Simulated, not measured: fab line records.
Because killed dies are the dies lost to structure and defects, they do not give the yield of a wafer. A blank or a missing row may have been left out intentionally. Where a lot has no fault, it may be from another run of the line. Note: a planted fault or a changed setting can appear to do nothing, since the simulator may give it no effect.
Matching of chambers | flow nand harc | NHARC_A_WL_FILL_ETCHBACK_26 on rie si-06 has 4 sister chambers
The step etches the open film in HBr, target depth 52 nm, time 13.3 s. 8 wafers are shown with their chamber, then 7 later ones without.

## WAFERS, EACH WITH ITS CHAMBER
wafer  | chamber | drypump motor current A (A) | oes product au (a.u.)
L779.6 | 2       | 5.1                         | 1.025
L784.1 | 1       | 6.0                         | 0.992
L784.6 | 0       | 5.7                         | 0.998
L788.2 | 3       | 6.2                         | 1.002
L788.4 | 2       | 5.0                         | 1.021
L788.6 | 0       | 5.7                         | 0.997
L786.4 | 3       | 6.2                         | 0.994
L786.5 | 1       | 6.0                         | 0.995

## WAFERS WITHOUT THEIR CHAMBER
wafer  | drypump motor current A (A) | oes product au (a.u.)
L786.6 | 5.7                         | 0.987
L792.2 | 6.0                         | 0.980
L792.4 | 5.6                         | 0.997
L792.5 | 5.0                         | 1.023
L796.3 | 6.0                         | 1.005
L796.5 | 6.1                         | 0.995
L796.6 | 5.0                         | 1.033

## THE CHAMBER EACH PASSED THROUGH
wafer  | from the rows above     | in truth
L786.6 | 0                       | 0
L792.2 | 1                       | 1
L792.4 | 0                       | 0
L792.5 | 2                       | 2
L796.3 | 1                       | 1
L796.5 | can't be placed: 1 or 3 | 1
L796.6 | 2                       | 2
Correctly placed: 6 of 7. Unplaceable from these rows: 1, with the true chamber sitting among the candidates in 1. Placed wrongly: 0.
How it was worked out, from the rows above alone: a wafer's distance from a chamber is the root of the sum, over the readings, of the square of ((its reading less the chamber's mean) divided by the reading's scatter). If the next closest chamber is less than 2 further off than the closest, the wafer can't be placed; otherwise it belongs to the closest. The mean given for a chamber averages the wafers shown for that chamber. The scatter is the square root of a quotient: the sum, over the shown wafers, of each reading's squared deviation from its chamber's mean, divided by wafers minus chambers.
